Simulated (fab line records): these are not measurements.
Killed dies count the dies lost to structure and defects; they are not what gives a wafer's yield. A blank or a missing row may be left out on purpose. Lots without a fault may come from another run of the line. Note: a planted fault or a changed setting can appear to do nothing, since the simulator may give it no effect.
Which tool was responsible? ; flow n5 finfet ; 24 lots with 72 wafers sampled at 3 steps, on a route of 1938 steps

WHAT THE GAUGES READ, wafer by wafer
N5_BEOL_M6_THK_MEAS_01.
lot;measured;on;M6_ILD_THK (nm)
L074;day 10 06:59;film metro-01;154.4 155.4 157.6
L075;day 10 23:11;film metro-02;153.9 153.2 156.0
L077;day 11 07:53;film metro-01;156.0 156.0 155.9
L078;day 11 14:07;film metro-01;153.2 153.9 155.5
L076;day 11 14:10;film metro-02;153.4 155.2 157.6
L079;day 11 23:17;film metro-02;154.5 154.8 157.8
L081;day 12 05:05;film metro-01;152.3 154.9 157.2
L082;day 12 08:21;film metro-01;154.1 156.8 157.5
L080;day 12 08:56;film metro-01;156.4 159.5 158.4
L083;day 12 13:04;film metro-02;153.8 155.5 155.2
L084;day 12 13:55;film metro-02;152.4 151.9 153.7
L085;day 13 12:39;film metro-01;154.0 153.5 155.1
L086;day 13 16:00;film metro-01;154.8 155.2 157.7
L087;day 13 16:17;film metro-02;155.8 152.2 156.9
L088;day 13 16:36;film metro-01;151.8 154.1 156.5
L089;day 14 13:24;film metro-02;154.1 158.5 154.7
L090;day 15 00:11;film metro-02;153.7 156.2 158.4
L093;day 15 03:03;film metro-02;152.2 153.3 155.4
L092;day 15 02:41;film metro-02;153.7 153.2 157.0
L091;day 15 10:58;film metro-01;152.4 157.1 155.2
L096;day 16 10:33;film metro-01;155.8 153.2 155.1
L095;day 16 16:15;film metro-01;153.8 153.8 155.6
L094;day 16 20:34;film metro-01;154.1 156.3 154.7
L097;day 16 21:02;film metro-02;156.7 156.7 156.6

N5_BEOL_M6_CD_MEAS_28 targets a cd of 40 nm.
lot;measured;on;cd nm (nm)
L074;day 10 12:35;cd sem-03;39.70 39.77 39.94
L075;day 11 03:19;cd sem-03;40.15 39.99 39.62
L077;day 11 12:03;cd sem-03;39.77 39.46 40.22
L078;day 11 20:22;cd sem-01;40.02 40.42 40.37
L076;day 11 20:12;cd sem-01;40.07 39.72 39.94
L079;day 12 02:10;cd sem-03;39.67 39.98 40.18
L081;day 12 07:59;cd sem-03;40.05 40.00 40.01
L082;day 12 10:59;cd sem-03;40.30 39.96 39.71
L080;day 12 11:58;cd sem-02;40.02 39.84 40.06
L083;day 12 15:26;cd sem-02;39.95 39.93 40.24
L084;day 12 17:46;cd sem-02;40.06 39.44 40.03
L085;day 13 16:20;cd sem-02;39.95 40.11 40.35
L086;day 13 17:22;cd sem-01;40.14 39.99 40.40
L087;day 13 19:19;cd sem-03;39.83 39.87 39.91
L088;day 13 19:32;cd sem-02;40.19 39.70 39.91
L089;day 14 17:08;cd sem-01;40.20 40.34 40.39
L090;day 15 02:45;cd sem-03;40.05 40.17 39.64
L093;day 15 06:21;cd sem-02;40.10 39.53 39.92
L092;day 15 06:10;cd sem-03;40.27 39.96 39.96
L091;day 15 13:29;cd sem-02;40.48 40.37 39.90
L096;day 16 13:48;cd sem-01;39.80 39.77 39.84
L095;day 16 21:51;cd sem-03;39.77 39.94 39.90
L094;day 17 01:44;cd sem-01;40.17 39.62 39.88
L097;day 17 01:41;cd sem-03;39.87 39.93 39.72

TOOL THAT RAN EACH LOT (tool first, then ch and the chambers of the sampled wafers, then the start)
lot;N5_BEOL_M5_PRE_CLEAN_77
L074;cvd co-02 ch 0,1,2, day 10 06:07
L075;cvd co-01 ch 0,1,2, day 10 22:19
L077;cvd co-01 ch 1,2, day 11 07:02
L078;cvd co-01 ch 0,2, day 11 13:15
L076;cvd co-02 ch 1,2, day 11 13:18
L079;cvd co-01 ch 0,1,2, day 11 22:25
L081;cvd co-02 ch 0,1,2, day 12 04:13
L082;cvd co-02 ch 0,2, day 12 07:29
L080;cvd co-02 ch 0,1,2, day 12 08:04
L083;cvd co-02 ch 0,1,2, day 12 12:13
L084;cvd co-02 ch 0,1, day 12 13:03
L085;cvd co-01 ch 0,1,2, day 13 11:19
L086;cvd co-01 ch 0,1,2, day 13 15:08
L087;cvd co-02 ch 1,2, day 13 15:20
L088;cvd co-01 ch 0,2, day 13 15:44
L089;cvd co-02 ch 1,2, day 14 11:28
L090;cvd co-01 ch 1,2, day 14 23:19
L093;cvd co-01 ch 0,1, day 15 01:43
L092;cvd co-01 ch 0,2, day 15 01:50
L091;cvd co-01 ch 0,1,2, day 15 09:55
L096;cvd co-02 ch 0,1,2, day 16 09:41
L095;cvd co-01 ch 0,1, day 16 15:23
L094;cvd co-01 ch 0,1,2, day 16 19:42
L097;cvd co-02 ch 0,1,2, day 16 19:58
- N5_BEOL_M5_PRE_CLEAN_77: time 15 s.

WHAT THE TOOLS THEMSELVES READ (means of the sampled wafers that have a number; where no wafer has one, the mark that the record gives instead)
N5_BEOL_M5_PRE_CLEAN_77.
lot;tool;heater power w (W)
L074;cvd co-02;86
L075;cvd co-01;83
L077;cvd co-01;87
L078;cvd co-01;81
L076;cvd co-02;80
L079;cvd co-01;84
L081;cvd co-02;86
L082;cvd co-02;73
L080;cvd co-02;86
L083;cvd co-02;85
L084;cvd co-02;92
L085;cvd co-01;84
L086;cvd co-01;84
L087;cvd co-02;79
L088;cvd co-01;78
L089;cvd co-02;82
L090;cvd co-01;89
L093;cvd co-01;81
L092;cvd co-01;80
L091;cvd co-01;83
L096;cvd co-02;85
L095;cvd co-01;87
L094;cvd co-01;83
L097;cvd co-02;85

THE ANSWER, worked out from the rows above alone
Rule: the lots themselves supply what counts as usual. Put in order of their means at a reading, lots are off if they are a third of the lots or fewer, leave a main group of 4 or more, and stand apart from it by a gap of 3 or more times the standard deviation of the main group's means; of several such gaps the widest counts. Not used: any main group whose means are identical at the precision the tables above print for the reading. A lot without any number at a reading at which 4 lots or more have one is off too. Any other lot the step has rows for is counted as sound. The gauges are gone through in route order, then the tools' own readings, and for those a lot's mean is taken as printed above. The first step at which some lot is off is used, and at that step the reading that is off furthest; a lot without a number counts as furthest.
Across all readings shown, no lot is off: no conclusion can be drawn from this.

WHAT WAS PUT IN BY THE SIMULATOR
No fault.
